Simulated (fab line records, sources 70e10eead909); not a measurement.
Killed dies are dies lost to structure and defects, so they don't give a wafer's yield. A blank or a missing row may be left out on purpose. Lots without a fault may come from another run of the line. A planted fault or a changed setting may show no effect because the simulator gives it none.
One fault seen from 3 desks | flow nand_harc | each desk has only its own numbers; what lay behind them comes last

THE DEFECT DESK
What the inspections along the route counted, lot by lot: means of the sampled wafers that have a number. A lot is out of limits, marked OUT, if its mean lies more than 4 standard deviations from the usual mean; the brackets give that distance.
Columns: A = raw_defect_count at NHARC_P_CONTACT_INSPECT_27, usual 294; B = raw_defect_count at NHARC_P_M0_INSPECT_11, usual 4.4
lot  | first seen here | A   | B
L670 | day 6 15:19     | 292 | 3.3
L673 | day 7 08:50     | 284 | 1.7
L677 | day 8 07:38     | 303 | 7.7
L679 | day 8 21:18     | 386 | 3.7
L681 | day 9 03:44     | 159 | 3.0
L685 | day 10 01:40    | 333 | 6.3
This desk's finding: nothing out of limits on any of the 6 lots.

THE METROLOGY DESK
What the gauges read, lot by lot, whatever tool the lot ran on: means of the sampled wafers that have a number. A lot is out of limits, marked OUT, if its mean lies more than 4 standard deviations from the usual mean; the brackets give that distance.
Columns: A = cd_nm at NHARC_P_M0_CD_MEAS_09, usual 89.8 nm; B = overlay_x_nm at NHARC_P_M0_OVL_MEAS_10, usual 0.0 nm; C = overlay_y_nm at NHARC_P_M0_OVL_MEAS_10, usual -0.1 nm
lot  | first seen here | A    | B    | C
L670 | day 6 16:13     | 89.6 | -0.4 | 1.8
L673 | day 7 09:45     | 89.6 | -0.7 | 0.3
L677 | day 8 08:32     | 88.5 | -0.7 | -0.2
L679 | day 8 22:13     | 88.6 | 0.4  | -1.5
L681 | day 9 04:46     | 89.9 | 0.3  | 0.3
L685 | day 10 02:26    | 90.2 | 0.3  | 0.2
This desk's finding: nothing out of limits on any of the 6 lots.

THE TOOL OWNER'S DESK: litho_track-06
The tool's own readings at NHARC_P_M0_PEB_07 (peb time 65 s): means of the sampled wafers that have a number, for each lot that ran on this tool. A lot is out of limits, marked OUT, if its mean lies more than 4 standard deviations from the usual mean; the brackets give that distance.
Columns: A = heater_power_total_W at NHARC_P_M0_PEB_07, usual 156.6 W; B = resist_line_temp_C at NHARC_P_M0_PEB_07, usual 23.01 C
lot  | first seen here | A                | B
L673 | day 7 09:40     | 156.8            | 23.02
L677 | day 8 08:28     | 160.4 (+9.0) OUT | 23.08
L679 | day 8 22:07     | 160.0 (+8.2) OUT | 23.11
This desk's finding: out of limits on L677, L679; first on L677, day 8 08:28 (heater_power_total_W at NHARC_P_M0_PEB_07). In limits: L673.

PUT TOGETHER
The tool owner's desk could have raised an alarm at day 8 08:28, on L677, L679.
The defect desk saw nothing out of limits.
The metrology desk saw nothing out of limits.
The defect desk has L677, L679 on record, within its limits.
The metrology desk has L677, L679 on record, within its limits.
Of the lots named, all ran NHARC_P_M0_PEB_07 on litho_track-06.

WHAT THE SIMULATOR HAD PUT IN
Process parameter drift: litho_track-06, from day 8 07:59 on, at NHARC_P_M0_PEB_07. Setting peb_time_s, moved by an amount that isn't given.
Lots struck among those shown: L677, L679.
Hours from the fault's start to each desk's first reading out of limits: the tool owner's desk, 0.
